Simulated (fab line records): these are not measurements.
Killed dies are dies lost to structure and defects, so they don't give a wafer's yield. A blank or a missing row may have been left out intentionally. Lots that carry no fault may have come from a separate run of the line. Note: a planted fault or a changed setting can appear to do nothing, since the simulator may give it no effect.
Matching of chambers + flow nandHarc + aldHk-04 running NHARC_A_STAIRCASE_ALD_415: 4 sister chambers
The step deposits SiO2, target thk 30 nm, pulse time 6 s, ald cycles 300. 4 wafers are shown with their chamber, then 8 later ones without.

== WAFERS PAIRED WITH THEIR CHAMBERS ==
| wafer  | chamber | heaterPowerW (W) |
|--------|---------|------------------|
| L076.6 | 1       | 391              |
| L081.2 | 3       | 463              |
| L081.5 | 2       | 495              |
| L083.2 | 0       | 479              |

== WAFERS WITHOUT THEIR CHAMBER ==
| wafer  | heaterPowerW (W) |
|--------|------------------|
| L083.3 | 382              |
| L083.4 | 471              |
| L097.1 | 404              |
| L097.2 | 450              |
| L097.4 | 513              |
| L095.1 | 451              |
| L095.2 | 493              |
| L095.5 | 390              |

== WHICH CHAMBER EACH ONE RAN IN ==
| wafer  | from the rows above          | in truth |
|--------|------------------------------|----------|
| L083.3 | 1                            | 1        |
| L083.4 | can't be placed: 0 or 3 or 2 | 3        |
| L097.1 | 1                            | 1        |
| L097.2 | can't be placed: 3 or 0      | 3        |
| L097.4 | can't be placed: 2 or 0      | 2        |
| L095.1 | can't be placed: 3 or 0      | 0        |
| L095.2 | can't be placed: 2 or 0      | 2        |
| L095.5 | 1                            | 1        |
Correctly placed: 3 of 8. Not placeable from these rows: 5 (in 5, the candidates include the true chamber). Number placed wrongly: 0.
How it was worked out, from the rows above alone: a wafer's distance from a chamber is the root of the sum, over the readings, of the square of ((its reading less the chamber's mean) divided by the reading's scatter). If the next closest chamber is less than 2 further off than the closest, the wafer can't be placed; otherwise it belongs to the closest. A chamber's mean is the mean of its shown wafers. The scatter: root of mean squared gap, hidden wafer to nearest shown wafer, with one shown wafer a chamber.
